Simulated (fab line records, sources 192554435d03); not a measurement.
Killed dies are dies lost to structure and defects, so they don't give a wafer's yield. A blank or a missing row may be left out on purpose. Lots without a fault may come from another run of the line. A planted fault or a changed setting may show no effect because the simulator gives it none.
fab line records | flow n5_finfet | part 2 of 2: steps 24 to 29 of 29
record lots=5 wafers=15 last_day=16
route steps=1938 shown BEOL_M1@764
lots that met no fault: from a run of the same line without faults
start_h: hours from the record's first day to the start of the lot's first wafer shown | wait_h: hours since the lot's step before | " the same as in the row above | L1.1+2: a row that stands for several wafers | - no value, or no start given | * or withheld: withheld | < > ~ a bound
route shown NAME@n: a module of which the file shows steps, and the number in the route of the first | usual: mean/standard deviation of fault-free wafers | same: alike in all rows | chamber/n: place in a boat | sites: the reading at each site | _std_site: their standard deviation | _edge_site: outer sites' mean less inner sites' | radius_mm: how far each site lies from the wafer's centre | mask NAME#n: copy n | behind: the tool/chamber that last shaped the wafer | hold: why the lot was held/for how many hours/how that ended | device: the transistor (n, p or np) that didn't switch | end of line: the same wafers' tests at the end of the route | a step without rows: its recipe alone | killed: dies lost to structure and defects at the first sort, not the wafer's yield | map: a wafer's dies, x killed, . not, _ none there
set.NAME: the setting as run; set.NAME@STEP: as run at that earlier step | model.NAME: the simulator's own value behind a step, which no gauge read
lots at some steps of the route; a table a step, a row a wafer
services: from which hour (start_h, from the record's first day; less than 0 if before it) a tool's chamber was out of use, for how many hours, and why
## steps
# step N5_BEOL_M1_OVL_MEAS_29
# recipe points_per_wafer=522
# usual V0_OVL=0.1/0.57
# columns lot.wafer tool chamber start_h wait_h V0_OVL[nm]
L077.1 overlay-02 0 144.58 0.0 0.0
L077.4 " 0 " " 0.3
L077.5 " 0 " " -0.5
L079.2 overlay-02 0 150.83 0.0 0.4
L079.3 " 0 " " -0.2
L079.4 " 0 " " -0.8
L084.1 overlay-01 0 183.95 0.0 0.9
L084.3 " 0 " " 0.7
L084.6 " 0 " " 0.2
L090.1 overlay-02 0 219.37 0.0 -0.5
L090.3 " 0 " " -0.6
L090.4 " 0 " " -0.5
L091.3 overlay-01 0 227.54 0.0 -0.1
L091.5 " 0 " " 0.5
L091.6 " 0 " " -0.9
# step N5_BEOL_M1_INSPECT_30
# recipe mode=adi inspect_instrument=brightfield
# usual raw_defect_count=402/100
# columns lot.wafer tool chamber start_h wait_h raw_defect_count
L077.1 defect_inspect-02 - 144.63 0.1 315
L077.4 " - " " 313
L077.5 " - " " 264
L079.2 defect_inspect-01 - 150.88 0.0 218
L079.3 " - " " 274
L079.4 " - " " 288
L084.1 defect_inspect-02 - 184.01 0.1 472
L084.3 " - " " 507
L084.6 " - " " 520
L090.1 defect_inspect-02 - 219.42 0.1 435
L090.3 " - " " 466
L090.4 " - " " 391
L091.3 defect_inspect-02 - 227.59 0.0 532
L091.5 " - " " 589
L091.6 " - " " 339
# step N5_BEOL_M1_DESCUM_33
# recipe chemistry=O2 time_s=7 source_power_w=50 bias_power_w=20 pressure_mtorr=20 rf_frequency_hz=2.712e+07 temp_c=40 resist=CAR-EUV o2_flow_sccm=225
# usual drypump_motor_current_A=5.9/0.49 oes_product_au=0.78/0.069 rf_vpp_V=243.4/1.3 showerhead_plenum_p_Torr=2.11/0.068 throttle_valve_pct=20.45/0.26
# columns lot.wafer tool chamber start_h wait_h drypump_motor_current_A oes_product_au rf_hours_counter_h rf_vpp_V showerhead_plenum_p_Torr throttle_valve_pct
L077.1 rie_diel-01 2 144.67 0.0 5.3 0.96 5 243.4 2.05 20.37
L077.4 " 2 " " 5.3 0.97 - 242.2 2.05 20.38
L077.5 " 1 " " 5.5 0.88 - 243.8 2.13 20.02
L079.2 rie_diel-01 1 150.92 0.0 5.5 0.88 64 244.3 2.13 20.04
L079.3 " 0 " " 6.7 0.87 50 244.6 2.22 20.38
L079.4 " 1 " " 5.5 0.88 - 243.6 2.13 20.02
L084.1 rie_diel-05 2 184.04 0.0 5.2 0.75 173 242.5 2.08 20.23
L084.3 " 1 " " 5.8 0.74 153 242.4 2.00 20.70
L084.6 " 3 " " 6.3 0.80 - 243.1 2.11 20.78
L090.1 rie_diel-01 1 219.46 0.0 5.5 0.86 81 243.1 2.13 20.07
L090.3 " 2 " " 5.4 0.91 24 241.7 2.05 20.41
L090.4 " 0 " " 6.7 0.86 67 245.4 2.21 20.41
L091.3 rie_diel-05 0 227.84 0.3 5.7 0.78 116 245.0 2.19 20.18
L091.5 " 2 " " 5.2 0.74 - 242.7 2.07 20.26
L091.6 " 3 " " 6.3 0.80 - 242.9 2.10 20.81
# step N5_BEOL_M1_ETCH_77
# recipe chemistry=N2/H2 target=underlayer target_depth_a=65 mask_material=CAR-EUV time_s=5.2 ion_energy_ev=200 pressure_mtorr=30 source_w=840 bias_w=150 n2_flow_sccm=200 h2_flow_sccm=200 ends=cleared
# usual drypump_motor_current_A=5.9/0.49 etch_rf_on_time_s=5.22/0.1 oes_product_au=0.66/0.059 rf_vpp_V=524.5/2.5 showerhead_plenum_p_Torr=2.57/0.084 throttle_valve_pct=17.93/0.25
# columns lot.wafer tool chamber start_h wait_h drypump_motor_current_A etch_rf_on_time_s oes_product_au rf_hours_counter_h rf_vpp_V showerhead_plenum_p_Torr throttle_valve_pct
L077.1 rie_diel-01 2 144.70 0.0 5.4 5.15 0.83 5 524.1 2.49 17.72
L077.4 " 2 " " 5.4 5.23 0.82 - 523.5 2.49 17.73
L077.5 " 1 " " 5.5 5.01 0.75 - 523.9 2.59 17.48
L079.2 rie_diel-01 1 150.95 0.0 5.5 5.03 0.75 64 523.1 2.59 17.46
L079.3 " 0 " " 6.7 5.30 0.74 50 530.0 2.71 17.83
L079.4 " 1 " " 5.5 5.01 0.75 - 526.4 2.59 17.46
L084.1 rie_diel-05 2 184.08 0.0 5.2 5.24 0.62 173 524.0 2.54 17.83
L084.3 " 1 " " 5.8 5.41 0.62 153 520.7 2.44 18.14
L084.6 " 3 " " 6.3 5.19 0.68 - 524.3 2.55 18.18
L090.1 rie_diel-01 1 219.49 0.0 5.5 5.02 0.73 81 525.2 2.58 17.49
L090.3 " 2 " " 5.3 5.19 0.78 24 524.7 2.48 17.73
L090.4 " 0 " " 6.7 5.27 0.71 67 527.3 2.71 17.85
L091.3 rie_diel-05 0 227.88 0.0 5.7 5.18 0.66 116 526.4 2.67 17.63
L091.5 " 2 " " 5.2 5.22 0.61 - 523.0 2.54 17.83
L091.6 " 3 " " 6.3 5.17 0.67 - 526.5 2.54 18.20
# step N5_BEOL_M1_ETCH_69
# recipe chemistry=CF4 target=SiARC target_depth_a=156 mask_material=CAR-EUV time_s=26 ion_energy_ev=80 pressure_mtorr=40 source_w=545 bias_w=36 Ar_flow_sccm=100 cf4_flow_sccm=100 ends=cleared
# usual drypump_motor_current_A=5.9/0.49 etch_rf_on_time_s=26.0/0.5 oes_product_au=0.67/0.059 rf_vpp_V=184.3/1.2 showerhead_plenum_p_Torr=2.16/0.065 throttle_valve_pct=15.64/0.26
# columns lot.wafer tool chamber start_h wait_h drypump_motor_current_A etch_rf_on_time_s oes_product_au rf_hours_counter_h rf_vpp_V showerhead_plenum_p_Torr throttle_valve_pct
L077.1 rie_diel-01 2 144.72 0.0 5.3 26.3 0.82 5 185.9 2.10 15.40
L077.4 " 2 " " 5.4 26.3 0.81 - 185.0 2.10 15.40
L077.5 " 1 " " 5.5 25.2 0.75 - 183.9 2.17 15.12
L079.2 rie_diel-01 1 150.97 0.0 5.5 25.1 0.75 64 185.0 2.17 15.13
L079.3 " 0 " " 6.7 26.5 0.72 50 186.1 2.25 15.45
L079.4 " 1 " " 5.5 25.2 0.75 - 184.5 2.17 15.12
L084.1 rie_diel-05 2 184.10 0.0 5.2 25.7 0.63 173 183.6 2.14 15.48
L084.3 " 1 " " 5.7 26.7 0.62 153 183.4 2.05 15.79
L084.6 " 3 " " 6.3 25.4 0.70 - 184.0 2.17 15.99
L090.1 rie_diel-01 1 219.51 0.0 5.5 24.8 0.74 81 183.9 2.16 15.17
L090.3 " 2 " " 5.3 26.1 0.77 24 182.8 2.09 15.45
L090.4 " 0 " " 6.8 26.4 0.71 67 185.8 2.24 15.47
L091.3 rie_diel-05 0 227.90 0.0 5.7 25.5 0.67 116 185.1 2.25 15.45
L091.5 " 2 " " 5.2 25.8 0.63 - 184.3 2.14 15.51
L091.6 " 3 " " 6.3 25.6 0.69 - 184.8 2.17 16.01
# step N5_BEOL_M1_ALD_98
# recipe material=SiO2 target_thk_a=25 temp_c=100 ald_precursor_family=BDEAS ald_co_reactant=O2-plasma pulse_time_s=1 co_reactant_pulse_time_s=1 purge_time_s=2 co_reactant_purge_time_s=2 ald_cycles=17 pressure_torr=2
# usual heater_power_w=78/8.1 precursor_pulse_height_rel=1.001/0.021
# columns lot.wafer tool chamber start_h wait_h heater_power_w precursor_pulse_height_rel
L077.1 ald_sin-03 3 144.80 0.1 70 1.008
L077.4 " 2 " " 65 0.982
L077.5 " 3 " " 72 0.978
L079.2 ald_sin-02 3 151.05 0.1 75 1.000
L079.3 " 0 " " 83 1.013
L079.4 " 1 " " 76 1.009
L084.1 ald_sin-02 2 184.18 0.1 91 0.972
L084.3 " 3 " " 76 0.992
L084.6 " 1 " " 72 1.007
L090.1 ald_sin-01 3 219.59 0.1 80 1.001
L090.3 " 2 " " 72 1.028
L090.4 " 0 " " 77 0.999
L091.3 ald_sin-03 3 227.98 0.1 66 0.987
L091.5 " 0 " " 85 0.984
L091.6 " 1 " " 84 0.993
## services
# columns tool chamber start_h hours kind
rie_diel-05 0 121.56 1.7 repair
euv_scanner-01 - 140.71 1.0 pm
ald_sin-01 - 155.04 6.0 pm
rie_metal-03 1 155.58 8.0 repair
ald_sin-03 - 176.90 14.0 pm
ald_sin-03 0 176.90 14.0 vent_cycle
ald_sin-03 1 176.90 14.0 vent_cycle
ald_sin-03 2 176.90 14.0 vent_cycle
ald_sin-03 3 176.90 14.0 vent_cycle
euv_scanner-01 0 179.18 - calibration
rie_metal-01 1 186.18 2.5 repair
rie_diel-01 - 187.24 4.3 pm
ald_sin-03 0 190.90 - clean
ald_sin-02 2 194.87 14.8 repair
euv_scanner-01 - 196.86 1.0 pm
ald_sin-01 0 198.51 5.1 repair
ald_sin-03 - 201.27 2.8 pm
rie_diel-04 3 202.30 - clean
rie_diel-04 3 202.30 - consumable_replace:focus_ring
rie_diel-04 3 202.30 28.8 scheduled_down
rie_diel-04 3 202.30 28.8 vent_cycle
ald_sin-01 - 204.82 0.7 repair
rie_diel-01 - 206.39 0.5 repair
euv_scanner-01 - 207.38 1.3 repair
